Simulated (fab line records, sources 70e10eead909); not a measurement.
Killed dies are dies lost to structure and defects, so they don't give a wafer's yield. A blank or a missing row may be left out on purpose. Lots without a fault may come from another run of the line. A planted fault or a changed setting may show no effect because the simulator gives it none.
Which tool did it? | flow nand_harc | 7 lots, 21 wafers sampled, at 3 steps of a route of 1302

WHAT THE GAUGES READ, wafer by wafer
NHARC_A_ONON_D2_THK_MEAS_08: measures by ellipsometry.
lot  | measured     | on            | thk_nm (nm)
L150 | day 12 20:01 | film_metro-01 | 995 993 994
L152 | day 14 04:22 | film_metro-01 | 1002 1000 1003
L153 | day 14 12:26 | film_metro-01 | 995 994 993
L155 | day 15 16:04 | film_metro-01 | 1009 1011 1010
L157 | day 16 08:59 | film_metro-01 | 982 981 981
L160 | day 17 09:08 | film_metro-01 | 1000 1001 1000
L165 | day 19 11:55 | film_metro-01 | 567 568 567

WHICH TOOL RAN EACH LOT (tool, then ch and the chambers of the sampled wafers, then the start)
lot  | NHARC_A_DECK1_JOINT_DEP_16      | NHARC_A_ONON_D2_DEP_06
L150 | pecvd-02 ch 0,1, day 12 18:02   | pecvd_onon-01 ch 0, day 12 19:38
L152 | pecvd-04 ch 0,1,2, day 14 01:56 | pecvd_onon-01 ch 0, day 14 03:58
L153 | pecvd-02 ch 1,2, day 14 10:26   | pecvd_onon-01 ch 0, day 14 11:59
L155 | pecvd-02 ch 0,1, day 15 14:06   | pecvd_onon-03 ch 0, day 15 15:36
L157 | pecvd-01 ch 0,1,2, day 16 06:58 | pecvd_onon-04 ch 0, day 16 08:32
L160 | pecvd-02 ch 0,1,2, day 17 07:13 | pecvd_onon-03 ch 0, day 17 08:48
L165 | pecvd-01 ch 0,1, day 19 09:54   | pecvd_onon-01 ch 0, day 19 11:32
- NHARC_A_DECK1_JOINT_DEP_16: deposits SiO2, target thk 45 nm.
- NHARC_A_ONON_D2_DEP_06: target thk 1000 nm.

THE ANSWER, worked out from the rows above alone
Rule: what is usual is taken from the lots themselves. Put in order of their means at a reading, lots are off if they are a third of the lots or fewer, leave a main group of 4 or more, and stand apart from it by a gap of 3 or more times the standard deviation of the main group's means; of several such gaps the widest counts. A main group whose means are all the same, to the digits that the tables above print for the reading, isn't used. A lot without any number at a reading at which 4 lots or more have one is off too. The other lots that the step has rows for count as sound.
Off: L165, at NHARC_A_ONON_D2_THK_MEAS_08 (thk_nm). The main group: mean 997 nm, standard deviation 8.8.
A tool fits if, at a process step before that reading, it ran every lot that is off, and no sound lot after the first of them. The gauges at NHARC_A_ONON_D2_THK_MEAS_08 are tried like those tools. Can't be told from this: 3 tools fit, pecvd-01 at NHARC_A_DECK1_JOINT_DEP_16, pecvd_onon-01 at NHARC_A_ONON_D2_DEP_06, film_metro-01 at NHARC_A_ONON_D2_THK_MEAS_08.

WHAT THE SIMULATOR HAD PUT IN
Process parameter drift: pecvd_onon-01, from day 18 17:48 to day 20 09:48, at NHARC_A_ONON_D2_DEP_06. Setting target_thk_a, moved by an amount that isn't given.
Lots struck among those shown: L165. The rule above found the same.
